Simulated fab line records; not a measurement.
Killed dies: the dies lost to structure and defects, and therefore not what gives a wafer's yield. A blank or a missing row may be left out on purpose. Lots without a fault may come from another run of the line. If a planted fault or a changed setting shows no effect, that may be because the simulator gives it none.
Chamber matching | flow n5 finfet | rie diel-02 running N5_BEOL_M9_DESCUM_16: 4 sister chambers
The step chemistry O2, time 7.9 s. 8 wafers are shown with their chamber, then 12 later ones without.

WAFERS PAIRED WITH THEIR CHAMBERS
wafer  | chamber | drypump motor current A (A) | showerhead plenum p Torr (Torr)
L084.2 | 1       | 6.3                         | 2.13
L084.5 | 3       | 6.2                         | 2.17
L085.6 | 0       | 5.2                         | 2.11
L090.2 | 0       | 5.2                         | 2.10
L090.5 | 1       | 6.3                         | 2.12
L091.3 | 2       | 5.9                         | 2.23
L091.4 | 3       | 6.3                         | 2.17
L091.6 | 2       | 5.9                         | 2.23

WAFERS MISSING THEIR CHAMBER
wafer  | drypump motor current A (A) | showerhead plenum p Torr (Torr)
L092.2 | 5.9                         | 2.23
L092.3 | 5.2                         | 2.10
L092.5 | 5.9                         | 2.23
L093.2 | 6.3                         | 2.16
L093.5 | 5.2                         | 2.10
L093.6 | 6.3                         | 2.12
L095.1 | 6.3                         | 2.12
L095.2 | 5.9                         | 2.22
L095.3 | 5.2                         | 2.10
L097.1 | 5.9                         | 2.22
L097.3 | 6.2                         | 2.16
L097.4 | 6.3                         | 2.12

WHICH CHAMBER EACH ONE RAN IN
wafer  | from the rows above | in truth
L092.2 | 2                   | 2
L092.3 | 0                   | 0
L092.5 | 2                   | 2
L093.2 | 3                   | 3
L093.5 | 0                   | 0
L093.6 | 1                   | 1
L095.1 | 1                   | 1
L095.2 | 2                   | 2
L095.3 | 0                   | 0
L097.1 | 2                   | 2
L097.3 | 3                   | 3
L097.4 | 1                   | 1
Correctly placed: 12 of 12. Can't be placed from these rows: 0. Number placed wrongly: 0.
How it was worked out, from the rows above alone: a wafer's distance from a chamber is the root of the sum, over the readings, of the square of ((its reading less the chamber's mean) divided by the reading's scatter). The wafer belongs to the nearest chamber; if the next one is less than 2 further off, it can't be placed. For every chamber, the mean is computed from those of its wafers that are shown. How the scatter is found: for the shown wafers, subtract from each reading the mean of its chamber, square and add these, divide the total by (wafers less chambers), then take the root.
